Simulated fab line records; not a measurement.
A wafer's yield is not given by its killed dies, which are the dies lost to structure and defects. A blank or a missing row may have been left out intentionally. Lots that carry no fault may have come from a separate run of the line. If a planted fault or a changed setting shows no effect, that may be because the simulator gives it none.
Struck lot and sound lot, side by side | flow nand harc | 18 out of 1302 route steps
Sound: the wafers L533.1, L533.2, L533.4. Struck: wafers L545.4, L545.5, L545.6. The cause is named last.
Each step with rows lists, per side, the tool, then ch with its chambers, then its first start. Under that, the readings that differ: sound wafers | struck wafers | difference of the means | sigmas: that difference in standard deviations of wafers without a fault.
alike: words and numbers the same on both sides, and readings whose means are apart by under 2 such deviations; not compared: readings that were withheld, readings missing a value for some wafer, numbers with overlapping values and no deviation given by the record, and bounds like >300 which may hide the same value.
The two part at a step that has a row with sigmas, a row that says differs or no value, or rows on one side only. When numbers do not overlap yet have no deviation, they are printed without sigmas and do not part them. A reading missing from all wafers of one side parts the sides only when that side holds two or more wafers.

first, 2 steps without rows for these wafers: NHARC_P_STI_SRD_39; NHARC_P_STI_OXIDE_40 (material SiO2, target thk 10 nm, ox time 1362 s).
NHARC_P_STI_INSPECT_25:
  sound on defect inspect-01, day 4 13:32; struck on defect inspect-02, day 10 06:27
  alike: raw defect count
then, 9 steps without rows for these wafers: NHARC_P_GATE_ETCH_69 (etches SiO2 in dHF, target depth 14 nm); NHARC_P_GATE_PRECLEAN_70 (cleans in SC1); NHARC_P_GATE_SRD_01; NHARC_P_GATE_OXIDE_02 (material SiO2, target thk 37.5 nm, ox time 365 s); NHARC_P_GATE_DEHYDRATE_03 (time 120 s); NHARC_P_GATE_HMDS_04 (time 30 s); NHARC_P_GATE_COAT_05; NHARC_P_GATE_SOFTBAKE_06 (time 95 s); NHARC_P_GATE_EBR_07.
NHARC_P_GATE_EXPOSE_08: exposes mask P HV.
  sound on krf scanner-01 ch 0, day 4 21:38; struck on krf scanner-04 ch 0, day 10 16:11
  reading | sound                | struck                  | difference | sigmas
  mask    | P_HV#0 P_HV#0 P_HV#0 | P_NSD#0 P_NSD#0 P_NSD#0 | differs    |
then, 2 steps without rows for these wafers: NHARC_P_GATE_PEB_09 (peb time 85 s); NHARC_P_GATE_DEVELOP_10 (time 70 s).
NHARC_P_GATE_CD_MEAS_11: the cd target is 1640 nm.
  sound on cd sem-03 ch 0, day 4 21:47; struck on cd sem-02 ch 0, day 10 16:20
  reading    | sound                | struck | difference                    | sigmas
  cd nm (nm) | 1637.2 1639.7 1640.1 | - - -  | no value on the struck wafers |
then, 1 step without rows for these wafers: NHARC_P_GATE_HARDBAKE_12 (time 80 s).
-- the record jumps here: 20 days lie between the struck wafers' starts before and after (it left off in module P_GATE and takes up again in module END, whose first step shown is number 1302 of the route) --
NHARC_END_SORT_01:
  only the struck wafers appear in the record here, on prober-02 ch 0 at day 30 21:56; the sound ones have no rows

== WHERE THEY PART ==
At NHARC_P_GATE_EXPOSE_08 first; at NHARC_END_SORT_01 last (within this record only).

WHY: the cause the simulator had injected
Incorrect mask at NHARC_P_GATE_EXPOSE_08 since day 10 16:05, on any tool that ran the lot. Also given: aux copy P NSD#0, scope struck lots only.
